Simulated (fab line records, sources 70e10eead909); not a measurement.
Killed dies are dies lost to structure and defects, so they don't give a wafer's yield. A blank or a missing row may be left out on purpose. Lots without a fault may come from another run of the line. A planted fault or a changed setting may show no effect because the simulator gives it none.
Chamber matching | flow nand_harc | NHARC_THIN_TSV_CMP_01 on cmp-02: 4 sister chambers
The step polishes. 4 wafers are shown with their chamber, then 11 later ones without.

WAFERS WITH THEIR CHAMBER
wafer  | chamber | motor_current_A (A)
L480.1 | 0       | 11.2
L480.2 | 1       | 13.1
L480.3 | 2       | 10.0
L481.1 | 3       | 12.7

WAFERS WITHOUT THEIR CHAMBER
wafer  | motor_current_A (A)
L481.5 | 10.4
L481.6 | 12.7
L484.1 | 11.5
L484.2 | 10.1
L484.5 | 9.9
L482.2 | 11.7
L482.5 | 11.2
L482.6 | 12.7
L487.1 | 12.0
L487.2 | 12.8
L487.4 | 10.0

WHICH CHAMBER EACH WENT THROUGH
wafer  | from the rows above          | in truth
L481.5 | can't be placed: 2 or 0      | 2
L481.6 | can't be placed: 3 or 1      | 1
L484.1 | 0                            | 0
L484.2 | 2                            | 2
L484.5 | 2                            | 2
L482.2 | can't be placed: 0 or 3      | 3
L482.5 | 0                            | 0
L482.6 | can't be placed: 3 or 1      | 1
L487.1 | can't be placed: 3 or 0 or 1 | 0
L487.2 | can't be placed: 3 or 1      | 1
L487.4 | 2                            | 2
Placed correctly: 5 of 11. Can't be placed from these rows: 6 (the true chamber is among the candidates in 6). Placed wrongly: 0.
How it was worked out, from the rows above alone: a wafer's distance from a chamber is the root of the sum, over the readings, of the square of ((its reading less the chamber's mean) divided by the reading's scatter). The wafer belongs to the nearest chamber; if the next one is less than 2 further off, it can't be placed. A chamber's mean is the mean of its shown wafers. The scatter: with one shown wafer a chamber, the root of the mean of the squares of how far each hidden wafer lies from its nearest shown one.
